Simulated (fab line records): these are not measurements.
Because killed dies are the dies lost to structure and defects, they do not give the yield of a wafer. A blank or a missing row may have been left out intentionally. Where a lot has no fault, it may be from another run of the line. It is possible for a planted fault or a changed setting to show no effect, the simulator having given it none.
Matching of chambers ; flow n5_finfet ; N5_BEOL_M0_SAQP_PECVD_04 on pecvd-03: 3 sister chambers
The step deposits a-Si from SiH4/He, target thk 60 nm, time 60.2 s. 14 wafers are shown with their chamber, then 7 later ones without.

WAFERS, EACH WITH ITS CHAMBER
wafer;chamber;showerhead_plenum_p_Torr (Torr);throttle_valve_pct (%);heater_power_w (W)
L075.3;1;5.76;18.8;592
L075.4;0;5.76;18.1;593
L075.5;1;5.74;18.8;596
L077.1;1;5.74;18.4;504
L077.3;2;5.64;17.8;678
L077.5;0;5.75;17.9;554
L079.1;0;5.77;17.9;526
L079.4;2;5.63;17.6;694
L079.6;0;5.76;18.1;537
L089.2;2;5.64;17.9;610
L089.3;0;5.75;18.0;563
L089.6;0;5.75;18.2;556
L091.4;2;5.64;17.6;656
L091.5;0;5.75;18.1;522

SIGNATURES (averages over the wafers above)
reading;chamber 0;chamber 1;chamber 2;scatter within a chamber
showerhead_plenum_p_Torr;5.7557;5.7467;5.6375;0.00805
throttle_valve_pct;18.043;18.667;17.725;0.151
heater_power_w;550.14;564.00;659.50;34.4
Rule: for a wafer and a chamber, the distance is found by dividing, reading by reading, the gap between the wafer's reading and the chamber's mean by the reading's scatter, squaring, summing and taking the root. If the next closest chamber is less than 2 further off than the closest, the wafer can't be placed; otherwise it belongs to the closest. How the scatter is found: for the shown wafers, subtract from each reading the mean of its chamber, square and add these, divide the total by (wafers less chambers), then take the root.

WAFERS WITHOUT THEIR CHAMBER
wafer;showerhead_plenum_p_Torr (Torr);throttle_valve_pct (%);heater_power_w (W)
L091.6;5.75;18.6;598
L092.1;5.65;17.3;702
L092.4;5.63;17.6;720
L092.6;5.74;18.7;571
L096.2;5.64;17.7;673
L096.3;5.75;18.1;553
L096.6;5.76;18.1;557

THE CHAMBER EACH PASSED THROUGH
wafer;from the rows above;in truth
L091.6;1;1
L092.1;2;2
L092.4;2;2
L092.6;1;1
L096.2;2;2
L096.3;0;0
L096.6;0;0
7 of 7 placed correctly. Number that these rows cannot place: 0. 0 placed wrongly.
